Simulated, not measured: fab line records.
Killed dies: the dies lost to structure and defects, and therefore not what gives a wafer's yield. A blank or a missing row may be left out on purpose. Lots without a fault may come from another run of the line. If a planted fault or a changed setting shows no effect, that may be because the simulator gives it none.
Which tool did it?	flow nandHarc	Sampling: 12 lots, 36 wafers, 3 of 1302 route steps

== WHAT THE GAUGES READ, wafer by wafer ==
NHARC_P_M0_CD_MEAS_09: target cd 90 nm.
lot	measured	on	cdNm (nm)
L075	day 6 09:13	cdSem-01	90.2 88.7 89.0
L077	day 7 07:53	cdSem-02	90.0 88.8 89.2
L079	day 8 06:40	cdSem-02	89.7 91.3 90.7
L081	day 8 20:34	cdSem-02	91.1 91.6 90.0
L083	day 9 23:58	cdSem-01	89.9 90.3 89.8
L085	day 10 12:53	cdSem-01	89.4 89.5 88.7
L087	day 12 02:04	cdSem-02	89.9 90.3 90.6
L088	day 12 03:09	cdSem-02	90.2 90.2 90.9
L091	day 13 02:47	cdSem-03	89.9 91.6 90.0
L093	day 14 01:56	cdSem-01	89.7 90.3 89.8
L095	day 15 01:29	cdSem-03	90.5 91.1 91.9
L097	day 15 17:11	cdSem-03	88.6 89.6 89.2

== WHICH TOOL RAN EACH LOT (tool, then ch and the chambers of the sampled wafers, then the start) ==
lot	NHARC_P_GATE_STRIP_75	NHARC_P_GATE_RTA_82
L075	plasmaAsher-02 ch 0,1, day 5 21:42	rtpAnneal-02 ch 0, day 6 03:07
L077	plasmaAsher-02 ch 0,1, day 6 20:33	rtpAnneal-01 ch 0, day 7 02:01
L079	plasmaAsher-01 ch 0,1, day 7 19:00	rtpAnneal-02 ch 0, day 8 00:41
L081	plasmaAsher-01 ch 1, day 8 08:51	rtpAnneal-02 ch 0, day 8 14:13
L083	plasmaAsher-02 ch 0,1, day 9 12:27	rtpAnneal-02 ch 0, day 9 17:53
L085	plasmaAsher-01 ch 0,1, day 10 01:17	rtpAnneal-01 ch 0, day 10 06:53
L087	plasmaAsher-01 ch 1, day 11 13:16	rtpAnneal-02 ch 0, day 11 20:04
L088	plasmaAsher-01 ch 0,1, day 11 14:16	rtpAnneal-02 ch 0, day 11 21:25
L091	plasmaAsher-01 ch 0,1, day 12 15:26	rtpAnneal-01 ch 0, day 12 20:48
L093	plasmaAsher-01 ch 0,1, day 13 14:36	rtpAnneal-01 ch 0, day 13 20:17
L095	plasmaAsher-02 ch 0,1, day 14 13:28	rtpAnneal-02 ch 0, day 14 19:00
L097	plasmaAsher-01 ch 0,1, day 15 05:50	rtpAnneal-02 ch 0, day 15 11:15
- NHARC_P_GATE_STRIP_75: strips in O2.
- NHARC_P_GATE_RTA_82: time 30 s.

== THE ANSWER, worked out from the rows above alone ==
Rule: usual is defined by the lots themselves. The widest of any qualifying gaps counts: lots, ordered by their means at a reading, are off when they make up no more than a third of the lots, leave a main group of 4 or more, and stand apart from it by 3 or more times the standard deviation of that group's means. Not used: any main group whose means are identical at the precision the tables above print for the reading. Also off: a lot with no number at a reading for which 4 or more lots have one. All remaining lots with rows at the step are treated as sound.
Nothing can be told from this: no lot is off at any reading shown.

== WHAT THE SIMULATOR HAD PUT IN ==
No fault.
